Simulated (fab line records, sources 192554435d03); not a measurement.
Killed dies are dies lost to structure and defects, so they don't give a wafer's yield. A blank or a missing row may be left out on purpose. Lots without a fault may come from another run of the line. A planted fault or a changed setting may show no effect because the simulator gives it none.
Split-lot experiment | flow n5_finfet | 7 lots, 21 wafers read, on a route of 1938 steps

THE SPLIT
At N5_MOL_CONTACT_COAG_ETCHBACK_135 (etches SiO2 in CHF3, target depth 25 nm, time 16.7 s), the setting time_s was moved away from the recipe's 16.7 s on 10 of the 21 wafers read, by -21.1% to +19.2%. The other wafers ran this setting at the recipe's value.

The reading is taken at the split's own step.

THE READING
SOC_of_MOL_CONTACT_COAG_COAT_75.thk_nm (the simulator's own value, which no gauge read), in nm, at N5_MOL_CONTACT_COAG_ETCHBACK_135 (etches SiO2 in CHF3, target depth 25 nm, time 16.7 s). The file gives no usual value for it. The 11 wafers here that ran the recipe average 57.4 nm, standard deviation 0.16 nm.

wafer  | tool, chamber at the split | time_s as run, s | against the recipe | SOC_of_MOL_CONTACT_COAG_COAT_75.thk_nm, nm | against lot-mates on the recipe
L076.1 | rie_diel-01, 2,1,2         | 16.7             | recipe             | 57.6                                       | -
L076.4 | rie_diel-01, 2,1,2         | 16.7             | recipe             | 57.6                                       | -
L076.5 | rie_diel-01, 2,1,2         | 16.7             | recipe             | 57.6                                       | -
L084.1 | rie_diel-04, 3             | 16.7             | recipe             | 57.4                                       | -
L084.4 | rie_diel-04, 2             | 19.23            | +15.1%             | 57                                         | -0.4
L084.5 | rie_diel-04, 2             | 19.23            | +15.1%             | 57                                         | -0.4
L085.1 | rie_diel-03, 2             | 13.18            | -21.1%             | 57.6                                       | +0.4
L085.3 | rie_diel-03, 3             | 13.18            | -21.1%             | 57.8                                       | +0.6
L085.5 | rie_diel-03, 1             | 16.7             | recipe             | 57.2                                       | -
L086.2 | rie_diel-03, 1             | 16.7             | recipe             | 57.6                                       | -
L086.4 | rie_diel-03, 2             | 14.39            | -13.8%             | 58                                         | +0.4
L086.5 | rie_diel-03, 1             | 14.39            | -13.8%             | 57.8                                       | +0.2
L088.1 | rie_diel-01, 2,0           | 16.7             | recipe             | 57.4                                       | -
L088.6 | rie_diel-01, 2,0           | 16.7             | recipe             | 57.4                                       | -
L088.4 | rie_diel-01, 1             | 14.54            | -12.9%             | 57.6                                       | +0.2
L089.2 | rie_diel-03, 1,2           | 16.7             | recipe             | 57.2                                       | -
L089.3 | rie_diel-03, 1,2           | 16.7             | recipe             | 57.2                                       | -
L089.6 | rie_diel-03, 0             | 16.7             | recipe             | 57.4                                       | -
L091.1 | rie_diel-04, 3,2           | 19.91            | +19.2%             | 57                                         | no lot-mate on the recipe
L091.6 | rie_diel-04, 3,2           | 19.91            | +19.2%             | 57                                         | no lot-mate on the recipe
L091.4 | rie_diel-04, 2             | 19.91            | +19.2%             | 56.8                                       | no lot-mate on the recipe
Where a row lists several chambers, the file gives one row for several wafers and doesn't say which wafer went through which chamber.

THE FIT
A straight line over all 21 wafers: SOC_of_MOL_CONTACT_COAG_COAT_75.thk_nm changes by -0.0226 nm for each +1% of time_s; r = -0.87; the points scatter about the line by 0.16 nm.
The same after taking each lot's own level away (the mean of its wafers on the recipe; 18 wafers): -0.0236 nm for each +1%; r = -0.96; scatter 0.071 nm.
On that fit, the largest move of time_s shifts the reading by 0.5 nm.
The lots' own levels span 57.20 to 57.60 nm, that is 2.5 times the standard deviation above.
So the lot-to-lot level changes the slope little: the two slopes agree.
Check: with one of the wafers moved furthest among these (-21.1%) left out of the fit, the line predicts +0.511 nm for it against its lot-mates. It came out at +0.4 nm against them.

OTHER SPLITS ON THESE WAFERS
These wafers also went through other splits before the reading. Each is held against what the fit with the lots' levels taken away leaves over:
other split on the same wafers      | wafers away from the commonest value | r with SOC_of_MOL_CONTACT_COAG_COAT_75.thk_nm (lot level and that fit taken away)
N5_SD_EPI_N_DESCUM_14 time_s        | 8                                    | +0.00
N5_SDB_EXPOSE_08 dose_mj            | 8                                    | -0.09
N5_SDB_ETCH_18 time_s               | 6                                    | +0.10
N5_HKMG_FIN_COAT_43 spin_rpm        | 9                                    | +0.17
N5_HKMG_FIN_EXPOSE_46 dose_mj       | 7                                    | -0.19
N5_GATE_CUT_CUT_ETCH_53 icp_w       | 3                                    | +0.05
N5_MOL_CONTACT_COAG_ETCH_110 bias_w | 9                                    | +0.12

THE FILE'S OWN FIT
SOC_of_MOL_CONTACT_COAG_COAT_75.thk_nm changes by -0.0226 nm for each +1% of time_s, r = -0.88.
